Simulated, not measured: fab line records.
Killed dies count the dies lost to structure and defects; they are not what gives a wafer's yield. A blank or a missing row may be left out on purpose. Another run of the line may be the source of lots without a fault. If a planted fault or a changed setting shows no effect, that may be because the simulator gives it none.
Chamber matching / flow nand harc / ald metal-02 running NHARC_P_CONTACT_ALD_22: 4 sister chambers
The step deposits TiN, target thk 3 nm, pulse time 1 s, ald cycles 150. 8 wafers are shown with their chamber, then 7 later ones without.

## WAFERS PAIRED WITH THEIR CHAMBERS
wafer=L774.3; chamber=0; heater power w (W)=1068; precursor pulse height rel=0.992
wafer=L774.5; chamber=2; heater power w (W)=1234; precursor pulse height rel=1.047
wafer=L775.5; chamber=2; heater power w (W)=1250; precursor pulse height rel=0.989
wafer=L776.2; chamber=1; heater power w (W)=1022; precursor pulse height rel=0.989
wafer=L776.3; chamber=0; heater power w (W)=1075; precursor pulse height rel=1.001
wafer=L776.4; chamber=3; heater power w (W)=1288; precursor pulse height rel=1.012
wafer=L777.1; chamber=3; heater power w (W)=1276; precursor pulse height rel=1.021
wafer=L777.4; chamber=1; heater power w (W)=1030; precursor pulse height rel=0.983

## WAFERS MISSING THEIR CHAMBER
wafer=L777.6; heater power w (W)=1004; precursor pulse height rel=0.979
wafer=L786.1; heater power w (W)=991; precursor pulse height rel=1.036
wafer=L786.3; heater power w (W)=1304; precursor pulse height rel=0.988
wafer=L786.6; heater power w (W)=1019; precursor pulse height rel=1.014
wafer=L787.1; heater power w (W)=1155; precursor pulse height rel=0.987
wafer=L787.3; heater power w (W)=1030; precursor pulse height rel=0.981
wafer=L787.6; heater power w (W)=1001; precursor pulse height rel=1.000

## WHICH CHAMBER EACH ONE RAN IN
wafer=L777.6; from the rows above=1; in truth=1
wafer=L786.1; from the rows above=1; in truth=1
wafer=L786.3; from the rows above=3; in truth=3
wafer=L786.6; from the rows above=1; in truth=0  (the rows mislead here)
wafer=L787.1; from the rows above=can't be placed: 0 or 2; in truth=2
wafer=L787.3; from the rows above=1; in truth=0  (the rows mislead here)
wafer=L787.6; from the rows above=1; in truth=1
Placed correctly: 4 of 7. From these rows, 1 cannot be placed; in 1 the true chamber is one of the candidates. 2 placed wrongly.
How it was worked out, from the rows above alone: a wafer's distance from a chamber is the root of the sum, over the readings, of the square of ((its reading less the chamber's mean) divided by the reading's scatter). The wafer belongs to the nearest chamber; if the next one is less than 2 further off, it can't be placed. A chamber's mean is the mean of its shown wafers. The scatter: take each reading less its chamber's mean, square it, sum over the shown wafers, divide by the number of wafers less the number of chambers, and take the root.
